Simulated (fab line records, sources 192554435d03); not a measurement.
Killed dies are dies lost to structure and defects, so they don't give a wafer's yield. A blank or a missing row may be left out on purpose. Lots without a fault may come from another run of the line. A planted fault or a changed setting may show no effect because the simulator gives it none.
A struck lot beside a sound one | flow n5_finfet | 22 steps out of a route of 1938
Sound: wafers L270.1, L270.2, L270.3. Struck: wafers L261.2, L261.4, L261.5. The cause comes at the end.
At each step with rows: each side's tool, then ch and its chambers, then its first start. Under that, the readings that differ: sound wafers | struck wafers | difference of the means | sigmas: that difference in standard deviations of wafers without a fault.
alike: readings whose means differ by less than 2 such deviations, and words and numbers that are the same on both sides. not compared: withheld readings, readings that some wafer has no value for, bounds like >300 that may hide the same value, and numbers for which the record gives no deviation and whose values overlap.
The two part at a step that has a row with sigmas, a row that says differs or no value, or rows on one side only. Numbers that don't overlap but have no deviation are shown without sigmas and don't part them. A reading that every wafer of one side lacks parts them only if that side has two wafers or more.

first, 11 steps without rows for these wafers: N5_BEOL_M0_SAQP_RECESS_104 (chemistry HF/NH3, target SiO2, target depth 18 nm, afs cycles 3, sublimation time 60 s); N5_BEOL_M0_SAQP_COAT_105 (time 60 s, resist thk 100 nm); N5_BEOL_M0_SAQP_ETCH_106 (etches SOC in N2/H2, stops on SiNx, target depth 150 nm); N5_BEOL_M0_SAQP_ETCH_107 (etches SiNx in CH3F/O2, target depth 30 nm); N5_BEOL_M0_SAQP_STRIP_108 (strips in N2/H2); N5_BEOL_M0_SAQP_RECESS_109 (chemistry HF/NH3, target SiO2, target depth 3 nm, afs cycles 1, sublimation time 60 s); N5_BEOL_M0_SAQP_SPACER2_ALD_26 (deposits SiO2, target thk 15 nm, pulse time 1 s, purge time 2 s); N5_BEOL_M0_SAQP_SPACER2_ETCHBACK_27 (etches SiO2 in CHF3/O2, target depth 22.5 nm, time 11.25 s); N5_BEOL_M0_SAQP_MANDREL2_REMOVE_110 (chemistry HBr/Cl2/O2, target a-Si, stops on SiCN, bt time 10 s); N5_BEOL_M0_SAQP_COAT_69 (time 60 s, resist thk 90 nm); N5_BEOL_M0_SAQP_COAT_72 (time 60 s, resist thk 15 nm).
N5_BEOL_M0_SAQP_COAT_87: time 60 s, resist thk 5 nm.
  sound on litho_track-04 ch 0, day 11 15:57; struck on litho_track-05 ch 0, day 9 03:33
  reading              | sound                | struck               | difference | sigmas
  spin_speed_rpm (rpm) | 1500.3 1500.5 1499.1 | 1387.1 1387.9 1387.3 | -112.5     | -99 or more
  alike: chill_plate_temp_C, exhaust_pa
then, 7 steps without rows for these wafers: N5_BEOL_M0_SAQP_COAT_34 (resist thk 30 nm); N5_BEOL_M0_SAQP_EBR_36; N5_BEOL_M0_SAQP_SOFTBAKE_35 (time 60 s); N5_BEOL_M0_SAQP_EXPOSE_37 (exposes mask M0 CUT1, target cd 30 nm); N5_BEOL_M0_SAQP_PEB_38 (peb time 60 s); N5_BEOL_M0_SAQP_DEVELOP_39 (develop time 30 s); N5_BEOL_M0_SAQP_DESCUM_45 (chemistry O2, time 7 s).
N5_BEOL_M0_SAQP_ETCH_88: etches underlayer in N2/H2, target depth 6.5 nm, time 5.2 s.
  sound on rie_diel-06 ch 0,1,2, day 11 16:30; struck on rie_diel-04 ch 0,2, day 9 04:01
  reading                     | sound            | struck            | difference | sigmas
  drypump_motor_current_A (A) | 5.4 5.3 5.5      | 6.4 6.1 6.1       | +0.8       | +2
  model.etch.depth_nm (nm)    | 5.05 5.037 5.039 | 5.187 5.186 5.185 | +0.144     |
  alike: chamber_pressure_mTorr, etch_rf_on_time_s, oes_product_au, rf_vpp_V, showerhead_plenum_p_Torr, throttle_valve_pct
  not compared: rf_hours_counter_h
then, 1 step without rows for these wafers: N5_BEOL_M0_SAQP_ETCH_73 (etches SiARC in CF4, target depth 19.5 nm, time 32.5 s).
-- the record jumps here: 3 days lie between the struck wafers' starts before and after (it left off in module BEOL_M0_SAQP and takes up again in module BEOL_M4, whose first step shown is number 1111 of the route) --
N5_BEOL_M4_RC_MEAS_101:
  sound on prober-01 ch 0, day 14 00:56; struck on prober-02 ch 0, day 12 03:12
  alike: DIBL_N, DIBL_P, IOFF_N, IOFF_P, ION_N, ION_P, SS_N, SS_P, VT_N, VT_P

WHERE THEY PART
First at N5_BEOL_M0_SAQP_COAT_87; last, within this record, at N5_BEOL_M0_SAQP_ETCH_88. Later steps at which nothing parts them and some readings are alike: N5_BEOL_M4_RC_MEAS_101.

WHY: what the simulator had put in
Process parameter drift: litho_track-05, from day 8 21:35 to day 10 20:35, at N5_BEOL_M0_SAQP_COAT_87. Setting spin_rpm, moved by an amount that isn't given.
